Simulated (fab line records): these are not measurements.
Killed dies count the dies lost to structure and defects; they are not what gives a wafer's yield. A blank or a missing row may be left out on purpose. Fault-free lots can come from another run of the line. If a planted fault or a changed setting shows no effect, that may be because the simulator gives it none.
Chamber matching | flow n5-finfet | pecvd-04 running N5_BEOL_M7_ILD_DEP_00: 3 sister chambers
The step deposits SiCOH lowk from DEMS/porogen, target thk 179.75 nm, time 33.4 s. 14 wafers are shown with their chamber, then 7 later ones without.

## WAFERS WITH THEIR CHAMBER
wafer  | chamber | throttle-valve-pct (%) | heater-power-w (W) | showerhead-plenum-p-Torr (Torr)
L078.1 | 2       | 13.4                   | 301                | 5.735
L078.3 | 0       | 13.9                   | 283                | 5.749
L078.5 | 0       | 14.2                   | 285                | 5.737
L079.1 | 0       | 13.9                   | 267                | 5.733
L079.2 | 1       | 16.2                   | 359                | 5.726
L079.4 | 0       | 13.8                   | 272                | 5.740
L085.2 | 2       | 12.8                   | 362                | 5.750
L085.3 | 0       | 13.7                   | 304                | 5.722
L085.6 | 0       | 13.9                   | 293                | 5.752
L089.1 | 0       | 14.0                   | 312                | 5.733
L089.3 | 1       | 15.8                   | 288                | 5.749
L089.4 | 2       | 12.3                   | 355                | 5.736
L090.2 | 0       | 13.9                   | 300                | 5.729
L090.5 | 0       | 13.8                   | 300                | 5.722

SIGNATURES (means of the wafers above)
reading                  | chamber 0 | chamber 1 | chamber 2 | scatter within a chamber
throttle-valve-pct       | 13.900    | 16.000    | 12.833    | 0.277
heater-power-w           | 290.67    | 323.50    | 339.33    | 24.4
showerhead-plenum-p-Torr | 5.73522   | 5.73750   | 5.74033   | 0.0109
Rule: a wafer lies at a distance from a chamber equal to the root of the sum of squares, over the readings, of (its reading less the chamber's mean, divided by the reading's scatter). The wafer belongs to the nearest chamber; if the next one is less than 2 further off, it can't be placed. How the scatter is found: for the shown wafers, subtract from each reading the mean of its chamber, square and add these, divide the total by (wafers less chambers), then take the root.

## WAFERS WITHOUT THEIR CHAMBER
wafer  | throttle-valve-pct (%) | heater-power-w (W) | showerhead-plenum-p-Torr (Torr)
L090.6 | 16.1                   | 299                | 5.733
L092.1 | 14.0                   | 285                | 5.741
L092.2 | 16.2                   | 321                | 5.736
L092.5 | 14.0                   | 301                | 5.727
L093.1 | 16.0                   | 322                | 5.744
L093.3 | 13.9                   | 274                | 5.738
L093.4 | 14.0                   | 276                | 5.730

## WHICH CHAMBER EACH WENT THROUGH
wafer  | from the rows above | in truth
L090.6 | 1                   | 1
L092.1 | 0                   | 0
L092.2 | 1                   | 1
L092.5 | 0                   | 0
L093.1 | 1                   | 1
L093.3 | 0                   | 0
L093.4 | 0                   | 0
7 of 7 placed correctly. Can't be placed from these rows: 0. Placed wrongly: 0.
